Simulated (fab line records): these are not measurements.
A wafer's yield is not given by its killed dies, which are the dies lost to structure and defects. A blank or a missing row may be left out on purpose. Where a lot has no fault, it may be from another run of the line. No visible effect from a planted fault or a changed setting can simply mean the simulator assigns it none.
Which tool did it? ; flow nand harc ; 30 wafers sampled from 10 lots at 1 step of a route of 1302

WHAT EACH GAUGE READ, for each wafer
NHARC_A_CHANNEL_FILL_D1_INSPECT_13.
lot;measured;on;raw defect count
L076;day 11 18:23;defect inspect-01;381 399 544
L080;day 13 07:37;defect inspect-02;305 480 367
L081;day 14 06:05;defect inspect-01;189 192 157
L083;day 15 05:38;defect inspect-02;408 327 251
L085;day 15 17:31;defect inspect-01;392 262 216
L087;day 16 02:58;defect inspect-02;194 458 182
L089;day 17 15:40;defect inspect-02;272 272 190
L090;day 18 01:34;defect inspect-02;425 276 536
L093;day 18 18:15;defect inspect-01;137 173 130
L096;day 20 11:14;defect inspect-01;237 325 335

WHAT TOOL EACH LOT RAN ON (gives the tool, then ch and the chambers of the sampled wafers, and finally the start)
There is no process step in the record ahead of these readings.

THE ANSWER, worked out from the rows above alone
Rule: what is usual is taken from the lots themselves. Put in order of their means at a reading, lots are off if they are a third of the lots or fewer, leave a main group of 4 or more, and stand apart from it by a gap of 3 or more times the standard deviation of the main group's means; of several such gaps the widest counts. A main group whose means are all the same, to the digits that the tables above print for the reading, isn't used. Also off: a lot with no number at a reading for which 4 or more lots have one. Any other lot the step has rows for is counted as sound.
Across all readings shown, no lot is off: no conclusion can be drawn from this.

WHAT WAS PUT IN BY THE SIMULATOR
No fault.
